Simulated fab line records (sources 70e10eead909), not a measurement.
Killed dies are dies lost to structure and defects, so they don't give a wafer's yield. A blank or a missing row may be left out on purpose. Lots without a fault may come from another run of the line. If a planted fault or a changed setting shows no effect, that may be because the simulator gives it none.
fab line records	flow nand_harc
record lots=6	wafers=18	last_day=24
route steps=1159 shown A_STAIRCASE@722 END@1159
lots that met no fault: from a run of the same line without faults
start_h: hours from the record's first day to the start of the lot's first wafer shown	wait_h: hours from the lot's prior step to this one	" same as the row above	L1.1+2: one row covering several wafers at once	- either no value or no given start	* or withheld: withheld	< > ~ a bound
route shown NAME@n: NAME is a module with steps in the file, n the number in the route of the first one	usual: mean/standard deviation taken from wafers without a fault	same: alike in all rows	chamber/n: place in a boat	sites: each site's reading	_std_site: standard deviation across them	_edge_site: the outer-site mean with the inner-site mean subtracted	radius_mm: for every site, how far away it sits from the centre of the wafer	mask NAME#n: copy n	behind: the most recent tool/chamber to have shaped the wafer	hold: why the lot was held/for how many hours/how that ended	device: which transistor (n, p or np) failed to switch	end of line: tests of these same wafers at the route's end	where a step has no rows: the recipe by itself	killed: at the first sort, the dies lost to defects and structure; wafer yield is something else	map: shows each die of a wafer: x if killed, . if not, _ if none is there
set.NAME: setting as actually run; set.NAME@STEP: the setting as run at that earlier step	model.NAME: the simulator's own value behind a step, which no gauge read
lots at some steps of the route; a table a step, a row a wafer
services: the hour from which a tool's chamber was out of use, counted from the record's first day as start_h (under 0 if before that day), plus the number of hours and why
## steps
# step NHARC_A_STAIRCASE_PEB_439
# recipe peb_temp_c=115	peb_time_s=130
# step NHARC_A_STAIRCASE_DEVELOP_440
# recipe time_s=140
# step NHARC_A_STAIRCASE_HARDBAKE_442
# recipe temp_c=120	time_s=140
# step NHARC_A_STAIRCASE_DESCUM_443
# recipe time_s=3	o2_flow_sccm=200	ar_flow_sccm=0	bias_power_w=0	chemistry=O2
# usual drypump_motor_current_A=5.7/0.39	mfc_ar_sccm=0.009/0.012	oes_product_au=1.001/0.015	rf_vpp_V=57.8/0.98	showerhead_plenum_p_Torr=1.93/0.075	throttle_valve_pct=11.310/0.0097
lot.wafer	tool	chamber	start_h	wait_h	drypump_motor_current_A	mfc_ar_sccm	oes_product_au	rf_hours_counter_h	rf_vpp_V	showerhead_plenum_p_Torr	throttle_valve_pct
L827.4	rie_diel-13	0	311.44	-	6.6	0	1.027	9	58.2	2.05	11.311
L827.3	"	1	"	"	5.5	0	1.006	10	59.9	1.94	11.312
L827.5	"	1	"	"	5.5	0	1.005	-	58.6	1.94	11.302
L829.4	rie_diel-01	2	325.43	-	5.8	0.035	0.995	0	59.8	2.01	11.317
L829.2	"	0	"	"	5.4	0.018	0.975	1	57.3	1.94	11.314
L829.1	"	1	"	"	5.9	0.024	0.997	0	56.4	1.80	11.302
L839.3	rie_diel-11	3	383.67	-	5.8	0.020	1.004	2	57.4	1.98	11.308
L839.6	"	2	"	"	5.6	0.004	1.004	-	58.8	1.84	11.286
L839.5	"	3	"	"	5.8	0.020	0.991	-	56.0	1.98	11.316
L842.3	rie_diel-13	2	394.20	-	5.2	0.000	1.025	43	58.6	1.92	11.304
L842.1	"	3	"	"	5.5	0	0.981	44	58.2	1.85	11.310
L842.6	"	1	"	"	5.5	0	1.002	-	57.9	1.93	11.312
L843.1	rie_diel-01	0	405.31	-	5.4	0.018	0.988	34	58.8	1.93	11.312
L843.4	"	1	"	"	5.8	0.024	0.990	30	57.4	1.79	11.295
L843.2	"	2	"	"	5.8	0.035	0.995	29	57.1	2.00	11.313
L846.1	rie_diel-13	3	432.82	-	5.5	0	0.991	58	58.5	1.85	11.313
L846.4	"	2	"	"	5.2	0.000	1.026	55	59.4	1.92	11.312
L846.6	"	0	"	"	6.6	0	1.025	-	59.1	2.04	11.337
# step NHARC_A_STAIRCASE_ETCH_444
# recipe target_depth_a=1.02e+05	time_s=3400	c4f8_flow_sccm=20	o2_flow_sccm=10	ar_flow_sccm=withheld	rf_w=600	bias_w=1000	chemistry=C4F8/O2
# usual oes_product_au=0.938/0.022	rf_fwd_power_W=600.2/1.7	rf_vpp_V=808/4.1
lot.wafer	tool	chamber	start_h	wait_h	oes_product_au	rf_fwd_power_W	rf_hours_counter_h	rf_vpp_V
L827.4	rie_diel-13	2	311.53	0.1	0.988	600.2	10	809
L827.3	"	1	"	"	0.971	599.2	11	808
L827.5	"	3	"	"	0.990	600.8	-	805
L829.2	rie_diel-01	0	325.65	0.2	0.925	598.8	1	808
L829.4	"	1	"	"	0.972	598.7	1	802
L829.1	"	3	"	"	0.924	598.5	1	809
L839.3	rie_diel-11	0	383.75	0.1	0.966	599.6	2	811
L839.6	"	0	"	"	0.967	600.5	-	811
L839.5	"	1	"	"	0.931	599.5	-	803
L842.3	rie_diel-13	1	394.31	0.1	0.928	601.4	43	808
L842.1	"	2	"	"	0.944	598.1	44	806
L842.6	"	2	"	"	0.958	603.3	-	808
L843.1	rie_diel-01	2	405.64	0.3	0.931	601.0	30	813
L843.4	"	3	"	"	0.907	602.1	33	809
L843.2	"	0	"	"	0.909	599.4	34	809
L846.1	rie_diel-13	2	432.90	0.1	0.946	603.7	56	808
L846.4	"	1	"	"	0.920	598.7	58	808
L846.6	"	3	"	"	0.930	602.4	-	803
# step NHARC_A_STAIRCASE_STRIP_446
# recipe power_w=1500	temp_c=250	chemistry=O2
# usual drypump_motor_current_A=5.6/0.34	heater_power_w=345/11	rf_refl_power_W=20/6.9
lot.wafer	tool	chamber	start_h	wait_h	drypump_motor_current_A	heater_power_w	rf_hours_counter_h	rf_refl_power_W
L827.4	plasma_asher-01	0	313.89	0.1	5.2	351	-	-
L827.3	"	1	"	"	5.7	350	-	-
L827.5	"	1	"	"	5.7	356	-	-
L829.2	plasma_asher-02	1	327.93	0.0	6.2	348	46	14
L829.1	"	0	"	"	5.5	347	46	30
L829.4	"	1	"	"	6.1	356	-	13
L839.3	plasma_asher-01	0	386.27	0.3	5.2	354	-	-
L839.6	"	0	"	"	5.2	355	-	-
L839.5	"	1	"	"	5.7	365	-	-
L842.1	plasma_asher-02	0	397.18	0.7	5.5	332	10	30
L842.3	"	0	"	"	5.5	329	-	29
L842.6	"	1	"	"	6.1	335	-	13
L843.2	plasma_asher-02	0	407.67	0.0	5.5	328	12	30
L843.1	"	1	"	"	6.1	331	12	13
L843.4	"	0	"	"	5.5	319	-	30
L846.1	plasma_asher-01	1	435.20	0.1	5.7	349	52	19
L846.4	"	1	"	"	5.7	359	-	19
L846.6	"	0	"	"	5.2	354	-	17
# step NHARC_A_STAIRCASE_STRIP_447
# recipe time_s=900	temp_c=130	chemistry=SPM
# step NHARC_A_STAIRCASE_PRECLEAN_448
# recipe time_s=*	temp_c=50	bath_age_min=0	chemistry=SC1
# step NHARC_A_STAIRCASE_SRD_449
# step NHARC_A_STAIRCASE_CMP_450
# recipe target_thk_nm=200	material=SiO2
# usual edge_zone_pressure_frac=1.000/0.0049	motor_current_A=11.5/1
lot.wafer	tool	chamber	start_h	wait_h	edge_zone_pressure_frac	motor_current_A
L827.4	cmp-04	1	314.62	-	0.997	10.5
L827.3	"	2	"	"	0.996	11.0
L827.5	"	0	"	"	1.001	12.9
L829.4	cmp-03	3	328.73	-	0.995	11.8
L829.2	"	0	"	"	0.999	13.3
L829.1	"	2	"	"	1.006	11.3
L839.3	cmp-03	0	387.00	-	0.994	12.8
L839.6	"	3	"	"	0.999	12.0
L839.5	"	0	"	"	0.993	12.6
L842.1	cmp-02	2	397.93	-	0.997	9.9
L842.3	"	0	"	"	0.994	12.6
L842.6	"	2	"	"	1.001	9.9
L843.2	cmp-04	1	408.48	-	0.989	10.5
L843.4	"	2	"	"	0.993	11.6
L843.1	"	3	"	"	0.998	10.4
L846.1	cmp-04	0	435.97	-	1.002	12.4
L846.4	"	2	"	"	0.996	11.6
L846.6	"	3	"	"	1.009	10.8
# step NHARC_A_STAIRCASE_CMP_152
# usual edge_zone_pressure_frac=1.000/0.0047	motor_current_A=11.6/1
lot.wafer	tool	chamber	start_h	wait_h	edge_zone_pressure_frac	motor_current_A
L827.4	cmp-04	1	314.69	0.1	-	-
L827.3	"	2	"	"	-	-
L827.5	"	0	"	"	-	-
L829.4	cmp-03	3	328.80	0.1	-	-
L829.2	"	0	"	"	-	-
L829.1	"	2	"	"	-	-
L839.3	cmp-03	0	387.08	0.1	1.001	13.1
L839.6	"	3	"	"	0.998	12.0
L839.5	"	0	"	"	1.001	13.4
L842.1	cmp-02	2	398.01	0.1	1.005	10.3
L842.3	"	0	"	"	0.996	12.4
L842.6	"	2	"	"	0.997	9.8
L843.2	cmp-04	1	408.55	0.1	0.995	10.8
L843.4	"	2	"	"	1.010	11.6
L843.1	"	3	"	"	1.000	9.8
L846.1	cmp-04	0	436.04	0.1	1.003	12.6
L846.4	"	2	"	"	1.004	11.6
L846.6	"	3	"	"	0.996	10.5
# step NHARC_END_SORT_01
# recipe temp_c=25
# usual killed_at_array=27/9.9	killed_at_other=0.5/0.76	killed_at_periphery=3.4/2.2	killed_dies=31/10	killed_open=3.3/2	killed_short=2.0/1.5
# same gross_dies=677
lot.wafer	tool	chamber	start_h	wait_h	killed_at_array	killed_at_other	killed_at_periphery	killed_dies	killed_open	killed_short
L827.3	prober-02	0	447.72	3.1	673	0	4	677	4	1
L827.4	prober-02	0	448.51	3.4	673	0	4	677	3	1
L827.5	prober-02	0	449.31	3.7	673	0	4	677	1	3
L829.1	prober-01	0	467.21	2.5	672	1	4	677	4	3
L829.2	prober-01	0	468.01	2.8	674	0	3	677	0	4
L829.4	prober-01	0	469.61	3.4	673	0	4	677	7	3
L842.1	prober-01	0	541.47	2.5	28	0	5	33	3	0
L842.3	prober-01	0	543.07	3.1	39	1	5	45	8	2
L842.6	prober-01	0	545.47	4.0	24	0	3	27	2	1
# killed by level:class
L827.3 A_STAIRCASE:area_cmp=658 A_CHANNEL_HOLE_D1:chamber_film_flake=4 A_STAIRCASE:chamber_film_flake=3 A_CONTACT:chamber_film_flake=2 P_CONTACT:geometric_particle:open=1 A_SOURCE_PLATE:geometric_particle:open=1 A_CHANNEL_HOLE_D1:geometric_particle:open=1 A_CHANNEL_FILL_D1:geometric_particle:short=1
L827.4 A_STAIRCASE:area_cmp=660 A_CHANNEL_HOLE_D1:chamber_film_flake=8 P_CONTACT:geometric_particle:open=1 P_M0:geometric_particle:open=1 A_SOURCE_PLATE:geometric_particle:short=1 A_WL_FILL:geometric_particle:open=1 P_STI:chamber_film_flake=1 P_M2:chamber_film_flake=1
L827.5 A_STAIRCASE:area_cmp=655 A_CHANNEL_HOLE_D1:chamber_film_flake=7 A_CONTACT:chamber_film_flake=4 A_WL_FILL:chamber_film_flake=3 P_M2:chamber_film_flake=2 P_BONDPAD:geometric_particle:short=1 A_CHANNEL_FILL_D1:geometric_particle:short=1 A_CONTACT:geometric_particle:short=1
L829.1 A_STAIRCASE:area_cmp=650 A_SLIT:chamber_film_flake=11 A_STAIRCASE:chamber_film_flake=3 A_CHANNEL_HOLE_D1:chamber_film_flake=2 P_GATE:geometric_particle:open=1 P_M0:geometric_particle:open=1 A_ONON_D1:geometric_particle:open=1 A_CHANNEL_HOLE_D1:geometric_particle:open=1
L829.2 A_STAIRCASE:area_cmp=647 A_SLIT:chamber_film_flake=10 A_CONTACT:chamber_film_flake=5 A_CHANNEL_FILL_D1:chamber_film_flake=3 A_ONON_D1:geometric_particle:short=2 P_GATE:chamber_film_flake=2 A_WL_FILL:chamber_film_flake=2 A_CHANNEL_FILL_D1:geometric_particle:short=1
L829.4 A_STAIRCASE:area_cmp=650 A_SLIT:chamber_film_flake=7 A_STAIRCASE:chamber_film_flake=5 P_M0:geometric_particle:open=3 A_BLC:chamber_film_flake=2 A_ONON_D1:geometric_particle:short=1 A_ONON_D1:geometric_particle:open=1 A_SGD_CUT:geometric_particle:open=1
L842.1 A_CHANNEL_HOLE_D1:chamber_film_flake=24 P_ZERO_WELL:chamber_film_flake=3 P_CONTACT:geometric_particle:open=1 A_SGD_CUT:geometric_particle:open=1 A_CONTACT:geometric_particle:open=1 P_BONDPAD:chamber_film_flake=1 A_SGD_CUT:chamber_film_flake=1 A_CONTACT:chamber_film_flake=1
L842.3 A_CHANNEL_HOLE_D1:chamber_film_flake=23 P_ZERO_WELL:chamber_film_flake=4 A_CONTACT:chamber_film_flake=4 A_STAIRCASE:chamber_film_flake=3 A_WL_FILL:geometric_particle:open=2 A_CONTACT:geometric_particle:open=2 P_GATE:geometric_particle:open=1 A_ONON_D1:geometric_particle:open=1
L842.6 A_CHANNEL_HOLE_D1:chamber_film_flake=17 A_STAIRCASE:chamber_film_flake=3 P_BONDPAD:chamber_film_flake=2 P_STI:geometric_particle:short=1 A_SGD_CUT:geometric_particle:open=1 A_M0:geometric_particle:open=1 A_ZERO_WELL:chamber_film_flake=1 A_SLIT:chamber_film_flake=1
# map L827.3 (x killed, . not)
____________x____________
_________xxxxxxx_________
_______xxxxxxxxxxx_______
______xxxxxxxxxxxxx______
_____xxxxxxxxxxxxxxx_____
____xxxxxxxxxxxxxxxxx____
____xxxxxxxxxxxxxxxxx____
___xxxxxxxxxxxxxxxxxxx___
___xxxxxxxxxxxxxxxxxxx___
__xxxxxxxxxxxxxxxxxxxxx__
__xxxxxxxxxxxxxxxxxxxxx__
_xxxxxxxxxxxxxxxxxxxxxxx_
_xxxxxxxxxxxxxxxxxxxxxxx_
_xxxxxxxxxxxxxxxxxxxxxxx_
_xxxxxxxxxxxxxxxxxxxxxxx_
_xxxxxxxxxxxxxxxxxxxxxxx_
xxxxxxxxxxxxxxxxxxxxxxxxx
xxxxxxxxxxxxxxxxxxxxxxxxx
xxxxxxxxxxxxxxxxxxxxxxxxx
xxxxxxxxxxxxxxxxxxxxxxxxx
xxxxxxxxxxxxxxxxxxxxxxxxx
_xxxxxxxxxxxxxxxxxxxxxxx_
_xxxxxxxxxxxxxxxxxxxxxxx_
_xxxxxxxxxxxxxxxxxxxxxxx_
_xxxxxxxxxxxxxxxxxxxxxxx_
_xxxxxxxxxxxxxxxxxxxxxxx_
__xxxxxxxxxxxxxxxxxxxxx__
__xxxxxxxxxxxxxxxxxxxxx__
___xxxxxxxxxxxxxxxxxxx___
___xxxxxxxxxxxxxxxxxxx___
____xxxxxxxxxxxxxxxxx____
____xxxxxxxxxxxxxxxxx____
_____xxxxxxxxxxxxxxx_____
______xxxxxxxxxxxxx______
_______xxxxxxxxxxx_______
_________xxxxxxx_________
____________x____________
# map L829.1 (x killed, . not)
____________x____________
_________xxxxxxx_________
_______xxxxxxxxxxx_______
______xxxxxxxxxxxxx______
_____xxxxxxxxxxxxxxx_____
____xxxxxxxxxxxxxxxxx____
____xxxxxxxxxxxxxxxxx____
___xxxxxxxxxxxxxxxxxxx___
___xxxxxxxxxxxxxxxxxxx___
__xxxxxxxxxxxxxxxxxxxxx__
__xxxxxxxxxxxxxxxxxxxxx__
_xxxxxxxxxxxxxxxxxxxxxxx_
_xxxxxxxxxxxxxxxxxxxxxxx_
_xxxxxxxxxxxxxxxxxxxxxxx_
_xxxxxxxxxxxxxxxxxxxxxxx_
_xxxxxxxxxxxxxxxxxxxxxxx_
xxxxxxxxxxxxxxxxxxxxxxxxx
xxxxxxxxxxxxxxxxxxxxxxxxx
xxxxxxxxxxxxxxxxxxxxxxxxx
xxxxxxxxxxxxxxxxxxxxxxxxx
xxxxxxxxxxxxxxxxxxxxxxxxx
_xxxxxxxxxxxxxxxxxxxxxxx_
_xxxxxxxxxxxxxxxxxxxxxxx_
_xxxxxxxxxxxxxxxxxxxxxxx_
_xxxxxxxxxxxxxxxxxxxxxxx_
_xxxxxxxxxxxxxxxxxxxxxxx_
__xxxxxxxxxxxxxxxxxxxxx__
__xxxxxxxxxxxxxxxxxxxxx__
___xxxxxxxxxxxxxxxxxxx___
___xxxxxxxxxxxxxxxxxxx___
____xxxxxxxxxxxxxxxxx____
____xxxxxxxxxxxxxxxxx____
_____xxxxxxxxxxxxxxx_____
______xxxxxxxxxxxxx______
_______xxxxxxxxxxx_______
_________xxxxxxx_________
____________x____________
## services
tool	chamber	start_h	hours	kind
rie_diel-01	2	296.42	3.8	repair
cmp-04	-	301.07	4.0	pm
cmp-04	-	305.07	-	consumable_replace:conditioner
cmp-04	-	305.07	-	consumable_replace:pad
rie_diel-13	0	309.77	-	clean
rie_diel-13	1	309.77	-	clean
rie_diel-13	2	309.77	-	clean
rie_diel-13	3	309.77	-	clean
rie_diel-01	-	314.88	9.0	pm
cmp-02	-	324.59	4.0	pm
cmp-03	-	326.27	0.4	repair
rie_diel-13	0	334.27	-	clean
cmp-02	-	337.76	0.3	repair
cmp-04	-	338.99	5.2	repair
cmp-03	-	352.00	4.0	pm
plasma_asher-02	-	360.11	9.0	pm
rie_diel-01	2	362.64	2.9	repair
rie_diel-11	-	366.50	9.0	pm
cmp-03	-	387.93	0.4	repair
cmp-04	-	399.07	4.0	pm
cmp-02	-	405.59	0.5	repair
rie_diel-13	-	407.12	0.5	repair
cmp-02	-	422.62	4.0	pm
rie_diel-01	2	423.97	50.2	repair
## key
first_sign step=NHARC_A_STAIRCASE_CMP_152	reading=tool_record	direction=missing
effect step=NHARC_END_SORT_01	reading=killed_at_array	direction=up	sigmas=65	usual=27	struck=673
more_kills_born_at NHARC_A_STAIRCASE_CMP_152@cmp-04=1973	NHARC_A_STAIRCASE_CMP_152@cmp-03=1947
met_at NHARC_A_STAIRCASE_CMP_152
struck_wafers L827.3,L827.4,L827.5,L829.1,L829.2,L829.4
later_rows_left_out L827.3,L827.4,L827.5,L829.1,L829.2,L829.4
tester_left_out L827,L829
fault kind=skipped_step_whole	tool=cmp-03,cmp-04	chamber=-	onset_h=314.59	steps=NHARC_A_STAIRCASE_CMP_152	scope=struck_lots_only
# tester_left_out: of these lots the tester's yield and bins aren't shown, on N5 and GAA mostly nor the transistor test; their killed dies are dies lost to structure and defects alone, not to doping, threshold or leakage, so they don't give the yield
# later_rows_left_out: the simulator's readings of these wafers behind a module that went badly wrong aren't trusted and aren't shown, but for the sort
